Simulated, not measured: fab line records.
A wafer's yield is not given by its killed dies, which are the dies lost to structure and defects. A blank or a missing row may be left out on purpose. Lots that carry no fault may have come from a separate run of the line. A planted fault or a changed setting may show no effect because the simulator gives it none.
Split-lot trial    flow n5 finfet    7 lots, 39 wafers read, on a route of 1938 steps

== SPLIT DETAILS ==
At N5_SD_EPI_N_LINER_46 (material SiNx, target thk 3 nm), the setting target thk a was moved away from the recipe's 30 angstrom on 9 of the 39 wafers read, by -15.8% to +4.8%. For the rest of the wafers, this setting stayed at what the recipe calls for.

Reading taken at the split's own step.

== THE READING ==
SiNx_of_SD_EPI_N_LINER_46.thk nm (the simulator's own value, which no gauge read), in nm, at N5_SD_EPI_N_LINER_46 (material SiNx, target thk 3 nm). There is no usual value for it anywhere in the file.

wafer   tool, chamber at the split  target thk a as run, angstrom  against the recipe  SiNx_of_SD_EPI_N_LINER_46.thk nm, nm  against lot-mates on the recipe
L075.1  ald sin-03, 0,2,1,3,1,2     30                             recipe              3                                     -
L075.2  ald sin-03, 0,2,1,3,1,2     30                             recipe              3                                     -
L075.3  ald sin-03, 0,2,1,3,1,2     30                             recipe              3                                     -
L075.4  ald sin-03, 0,2,1,3,1,2     30                             recipe              3                                     -
L075.5  ald sin-03, 0,2,1,3,1,2     30                             recipe              3                                     -
L075.6  ald sin-03, 0,2,1,3,1,2     30                             recipe              3                                     -
L079.1  ald sin-02, 0,3,1,2,3,2     30                             recipe              3                                     -
L079.2  ald sin-02, 0,3,1,2,3,2     30                             recipe              3                                     -
L079.3  ald sin-02, 0,3,1,2,3,2     30                             recipe              3                                     -
L079.4  ald sin-02, 0,3,1,2,3,2     30                             recipe              3                                     -
L079.5  ald sin-02, 0,3,1,2,3,2     30                             recipe              3                                     -
L079.6  ald sin-02, 0,3,1,2,3,2     30                             recipe              3                                     -
L081.1  ald sin-02, 0,1,0           30                             recipe              3                                     -
L081.3  ald sin-02, 0,1,0           30                             recipe              3                                     -
L081.5  ald sin-02, 0,1,0           30                             recipe              3                                     -
L081.2  ald sin-02, 3,2,3           26.29                          -12.4%              2.6                                   -0.4
L081.4  ald sin-02, 3,2,3           26.29                          -12.4%              2.6                                   -0.4
L081.6  ald sin-02, 3,2,3           26.29                          -12.4%              2.6                                   -0.4
L089.1  ald sin-02, 3,2,0           30                             recipe              3                                     -
L089.3  ald sin-02, 3,2,0           30                             recipe              3                                     -
L089.4  ald sin-02, 3,2,0           30                             recipe              3                                     -
L090.1  ald sin-02, 0,1,0           30                             recipe              3                                     -
L090.4  ald sin-02, 0,1,0           30                             recipe              3                                     -
L090.6  ald sin-02, 0,1,0           30                             recipe              3                                     -
L090.2  ald sin-02, 3,2,3           31.43                          +4.8%               3.2                                   +0.2
L090.3  ald sin-02, 3,2,3           31.43                          +4.8%               3.2                                   +0.2
L090.5  ald sin-02, 3,2,3           31.43                          +4.8%               3.2                                   +0.2
L095.1  ald sin-01, 0,3,2,1,3,0     30                             recipe              3                                     -
L095.2  ald sin-01, 0,3,2,1,3,0     30                             recipe              3                                     -
L095.3  ald sin-01, 0,3,2,1,3,0     30                             recipe              3                                     -
L095.4  ald sin-01, 0,3,2,1,3,0     30                             recipe              3                                     -
L095.5  ald sin-01, 0,3,2,1,3,0     30                             recipe              3                                     -
L095.6  ald sin-01, 0,3,2,1,3,0     30                             recipe              3                                     -
L096.1  ald sin-03, 0,2,1           30                             recipe              3                                     -
L096.2  ald sin-03, 0,2,1           30                             recipe              3                                     -
L096.3  ald sin-03, 0,2,1           30                             recipe              3                                     -
L096.4  ald sin-03, 3,2,3           25.25                          -15.8%              2.6                                   -0.4
L096.5  ald sin-03, 3,2,3           25.25                          -15.8%              2.6                                   -0.4
L096.6  ald sin-03, 3,2,3           25.25                          -15.8%              2.6                                   -0.4
If several chambers appear in one row, that row covers several wafers at once and the file leaves open which wafer was in which chamber.

THE FIT
A straight line over all 39 wafers: SiNx_of_SD_EPI_N_LINER_46.thk nm changes by +0.029 nm for each +1% of target thk a; r = +0.99; the points scatter about the line by 0.026 nm.
The same after taking each lot's own level away (the mean of its wafers on the recipe; 39 wafers): +0.029 nm for each +1%; r = +0.99; scatter 0.026 nm.
On that fit, the largest move of target thk a shifts the reading by 0.46 nm.
The lots' own levels span 3.00 to 3.00 nm.
The two slopes are in agreement: the lot-to-lot level therefore moves the slope only a little.
Check: with one of the wafers moved furthest among these (-15.8%) left out of the fit, the line predicts -0.467 nm for it against its lot-mates. Against them it came out at -0.4 nm.

== FURTHER SPLITS ON THESE WAFERS ==
These wafers also went through other splits before the reading. Each is held against what the fit with the lots' levels taken away leaves over:
other split on the same wafers         wafers away from the commonest value  r with SiNx_of_SD_EPI_N_LINER_46.thk nm (lot level and that fit taken away)
N5_WELL_APT_IMPLANT_14 energy kev      15                                    +0.06
N5_FIN_SAQP_SPACER1_ALD_24 ald cycles  9                                     +0.20
N5_DUMMY_GATE_ETCH_37 source w         6                                     +0.13
N5_SD_EPI_N_EPI_21 epi growth time s   6                                     -0.24

== FILE'S OWN FIT ==
SiNx_of_SD_EPI_N_LINER_46.thk nm changes by +0.0287 nm for each +1% of target thk a, r = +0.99.
